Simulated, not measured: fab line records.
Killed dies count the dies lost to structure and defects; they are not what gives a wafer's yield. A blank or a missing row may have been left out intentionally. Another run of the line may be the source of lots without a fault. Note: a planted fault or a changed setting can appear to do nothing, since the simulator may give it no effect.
Chamber matching | flow n5_finfet | N5_BEOL_M2_ALD_98 on ald_sin-03: 4 sister chambers
The step deposits SiO2, target thk 2.5 nm, pulse time 1 s, co reactant pulse time 1 s. 8 wafers are shown with their chamber, then 10 later ones without.

## WAFERS WITH THEIR CHAMBER
wafer  | chamber | heater_power_w (W) | heater_power_outer_w (W)
L079.3 | 2       | 69                 | 38.7
L080.5 | 2       | 72                 | 39.6
L085.6 | 1       | 81                 | 42.3
L086.1 | 0       | 96                 | 46.3
L086.3 | 3       | 80                 | 42.9
L086.4 | 0       | 94                 | 47.5
L088.3 | 3       | 79                 | 42.3
L088.4 | 1       | 79                 | 42.7

## WAFERS WITH NO CHAMBER GIVEN
wafer  | heater_power_w (W) | heater_power_outer_w (W)
L088.5 | 81                 | 42.4
L089.2 | 80                 | 43.0
L089.3 | 71                 | 38.5
L089.5 | 97                 | 45.4
L094.3 | 96                 | 45.2
L094.4 | 79                 | 42.4
L094.5 | 99                 | 48.2
L095.1 | 79                 | 42.2
L095.4 | 83                 | 43.6
L095.6 | 71                 | 38.8

## WHICH CHAMBER EACH WENT THROUGH
wafer  | from the rows above     | in truth
L088.5 | can't be placed: 1 or 3 | 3
L089.2 | can't be placed: 3 or 1 | 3
L089.3 | 2                       | 2
L089.5 | 0                       | 0
L094.3 | 0                       | 0
L094.4 | can't be placed: 3 or 1 | 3
L094.5 | 0                       | 0
L095.1 | can't be placed: 3 or 1 | 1
L095.4 | can't be placed: 1 or 3 | 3
L095.6 | 2                       | 2
5 of 10 placed correctly. Not placeable from these rows: 5 (in 5, the candidates include the true chamber). Wrongly placed: 0.
How it was worked out, from the rows above alone: a wafer's distance from a chamber is the root of the sum, over the readings, of the square of ((its reading less the chamber's mean) divided by the reading's scatter). The wafer belongs to the nearest chamber; if the next one is less than 2 further off, it can't be placed. A chamber's mean is the mean of its shown wafers. How the scatter is found: for the shown wafers, subtract from each reading the mean of its chamber, square and add these, divide the total by (wafers less chambers), then take the root.
